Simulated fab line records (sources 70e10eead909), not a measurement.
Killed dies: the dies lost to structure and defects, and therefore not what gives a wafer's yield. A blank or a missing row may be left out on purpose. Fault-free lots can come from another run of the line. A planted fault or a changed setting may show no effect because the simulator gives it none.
Matching of chambers | flow nandHarc | 4 sister chambers for NHARC_P_CONTACT_CMP_01 on cmp-04
The step polishes SiO2, target thk 200 nm. 4 wafers are shown with their chamber, then 8 later ones without.

EACH WAFER AND ITS CHAMBER
wafer  | chamber | motorCurrentA (A)
L082.4 | 0       | 12.0
L086.5 | 1       | 13.2
L087.6 | 3       | 10.6
L089.2 | 2       | 12.1

WAFERS WHOSE CHAMBER IS MISSING
wafer  | motorCurrentA (A)
L089.4 | 10.6
L089.5 | 10.8
L092.1 | 12.2
L092.4 | 10.9
L092.6 | 12.8
L095.3 | 10.9
L095.4 | 11.8
L095.5 | 11.6

EACH ONE'S CHAMBER
wafer  | from the rows above          | in truth
L089.4 | 3                            | 3
L089.5 | 3                            | 3
L092.1 | can't be placed: 2 or 0      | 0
L092.4 | 3                            | 3
L092.6 | can't be placed: 1 or 2 or 0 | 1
L095.3 | 3                            | 3
L095.4 | can't be placed: 0 or 2      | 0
L095.5 | can't be placed: 0 or 2      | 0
Correct placement for 4 of the 8. From these rows, 4 cannot be placed; in 4 the true chamber is one of the candidates. Number placed wrongly: 0.
How it was worked out, from the rows above alone: a wafer's distance from a chamber is the root of the sum, over the readings, of the square of ((its reading less the chamber's mean) divided by the reading's scatter). The wafer belongs to the nearest chamber; if the next one is less than 2 further off, it can't be placed. Each chamber's mean is taken over the wafers shown for it. The scatter: root of mean squared gap, hidden wafer to nearest shown wafer, with one shown wafer a chamber.
